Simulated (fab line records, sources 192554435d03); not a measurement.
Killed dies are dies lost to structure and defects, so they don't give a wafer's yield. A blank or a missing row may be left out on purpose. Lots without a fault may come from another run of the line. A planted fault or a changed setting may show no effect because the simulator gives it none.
A struck lot beside a sound one | flow n5_finfet | 15 steps out of a route of 1938
Sound: wafers L212.2, L212.4, L212.6. Struck: wafer L233.6. (L233.2, L233.5 of the same lot were not struck and are left out.) The cause comes at the end.
At each step with rows: each side's tool, then ch and its chambers, then its first start. Under that, the readings that differ: sound wafers | struck wafers | difference of the means | sigmas: that difference in standard deviations of wafers without a fault.
alike: readings whose means differ by less than 2 such deviations, and words and numbers that are the same on both sides. not compared: withheld readings, readings that some wafer has no value for, bounds like >300 that may hide the same value, and numbers for which the record gives no deviation and whose values overlap.
The two part at a step that has a row with sigmas, a row that says differs or no value, or rows on one side only. Numbers that don't overlap but have no deviation are shown without sigmas and don't part them. A reading that every wafer of one side lacks parts them only if that side has two wafers or more.

N5_BEOL_M10_STRIP_77: strips in N2/H2, time 10 s.
  sound on rie_diel-01 ch 0,1,3; struck on rie_diel-05 ch 1
  alike: drypump_motor_current_A, oes_product_au, rf_vpp_V, showerhead_plenum_p_Torr, throttle_valve_pct
  not compared: rf_hours_counter_h
N5_BEOL_M10_OCD_MEAS_38:
  sound on ocd-01, day 12 03:08; struck on ocd-02, day 16 22:26
  alike: trench_depth_nm
then, 4 steps without rows for these wafers: N5_BEOL_M10_HM_STRIP_39 (strips TiN in peroxide tin strip, target depth 25 nm, time 158 s); N5_BEOL_M10_SRD_40 (time 30 s); N5_BEOL_M10_PRECLEAN_42 (cleans in residue remover, time 60 s); N5_BEOL_M10_SRD_43 (time 30 s).
N5_BEOL_M10_CD_MEAS_35: target cd 70 nm.
  sound on cd_sem-03, day 12 03:18; struck on cd_sem-03, day 16 22:35
  alike: cd_nm
N5_BEOL_M10_CURE_72: cures SiCOH lowk, time 120 s.
  sound on uv_cure-01 ch 0, day 12 03:23; struck on uv_cure-03 ch 1, day 16 22:41
  reading            | sound             | struck | difference | sigmas
  lamp_power_pct (%) | 52.23 52.32 52.34 | 52.42  | +0.12      | +2
  alike: wafer_temp_C_max
N5_BEOL_M10_DEGAS_44: time 60 s.
  sound on pvd_sputter-02, day 12 04:44; struck on pvd_sputter-03, day 16 22:58
  alike: heater_power_w
N5_BEOL_M10_PRE_CLEAN_45: time 30 s.
  sound on pvd_sputter-02, day 12 04:47; struck on pvd_sputter-03, day 16 23:01
  alike: heater_power_w
N5_BEOL_M10_ALD_74: deposits TaN, target thk 2 nm, pulse time 2 s, purge time 3 s.
  sound on ald_metal-03 ch 0,1,2, day 12 04:50; struck on ald_metal-04 ch 2, day 16 23:05
  alike: heater_power_w, mfc_carrier_sccm
then, 1 step without rows for these wafers: N5_BEOL_M10_SURFACE_TREAT_76.
N5_BEOL_M10_CVD_75: deposits Co from CCTBA/H2, target thk 2 nm, time 138.9 s.
  sound on cvd_co-02 ch 0,1,2, day 12 05:16; struck on cvd_co-02 ch 2, day 16 23:27
  reading          | sound             | struck | difference | sigmas
  run_length_s (s) | 162.0 162.1 162.0 | 111.8  | -50.2      | -99 or more
then, 1 step without rows for these wafers: N5_BEOL_M10_SPUTTER_48 (material Cu, target thk 12 nm, time 2 s).
N5_PASSIVATION_PROBE_49:
  the record has rows for the struck wafers here (prober-02, day 18 22:32) and none for the sound ones

WHERE THEY PART
First at N5_BEOL_M10_CURE_72; last, within this record, at N5_PASSIVATION_PROBE_49.

WHY: what the simulator had put in
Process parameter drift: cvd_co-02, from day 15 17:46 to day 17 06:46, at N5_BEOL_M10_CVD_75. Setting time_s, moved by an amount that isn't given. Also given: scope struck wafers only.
